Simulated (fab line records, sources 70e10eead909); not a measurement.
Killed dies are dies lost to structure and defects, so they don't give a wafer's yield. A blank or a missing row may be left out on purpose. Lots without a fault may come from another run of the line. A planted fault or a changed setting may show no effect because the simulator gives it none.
Chamber matching | flow nand_harc | NHARC_P_STI_DESCUM_14 on rie_diel-06: 4 sister chambers
The step chemistry O2, time 3 s. 4 wafers are shown with their chamber, then 9 later ones without.

WAFERS WITH THEIR CHAMBER
wafer  | chamber | rf_vpp_V (V)
L089.1 | 3       | 58.5
L089.3 | 0       | 57.8
L091.5 | 1       | 58.1
L091.6 | 2       | 59.0

WAFERS WITHOUT THEIR CHAMBER
wafer  | rf_vpp_V (V)
L095.2 | 57.7
L095.3 | 57.0
L095.4 | 58.4
L096.1 | 57.9
L096.2 | 56.8
L096.3 | 56.8
L097.1 | 57.5
L097.5 | 57.9
L097.6 | 57.2

WHICH CHAMBER EACH WENT THROUGH
wafer  | from the rows above               | in truth
L095.2 | can't be placed: 0 or 1 or 3      | 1
L095.3 | can't be placed: 0 or 1 or 3      | 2
L095.4 | can't be placed: 3 or 1 or 0 or 2 | 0
L096.1 | can't be placed: 0 or 1 or 3 or 2 | 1
L096.2 | can't be placed: 0 or 1 or 3      | 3
L096.3 | can't be placed: 0 or 1 or 3      | 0
L097.1 | can't be placed: 0 or 1 or 3      | 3
L097.5 | can't be placed: 0 or 1 or 3 or 2 | 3
L097.6 | can't be placed: 0 or 1 or 3      | 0
Placed correctly: 0 of 9. Can't be placed from these rows: 9 (the true chamber is among the candidates in 8). Placed wrongly: 0.
How it was worked out, from the rows above alone: a wafer's distance from a chamber is the root of the sum, over the readings, of the square of ((its reading less the chamber's mean) divided by the reading's scatter). The wafer belongs to the nearest chamber; if the next one is less than 2 further off, it can't be placed. A chamber's mean is the mean of its shown wafers. The scatter: with one shown wafer a chamber, the root of the mean of the squares of how far each hidden wafer lies from its nearest shown one.
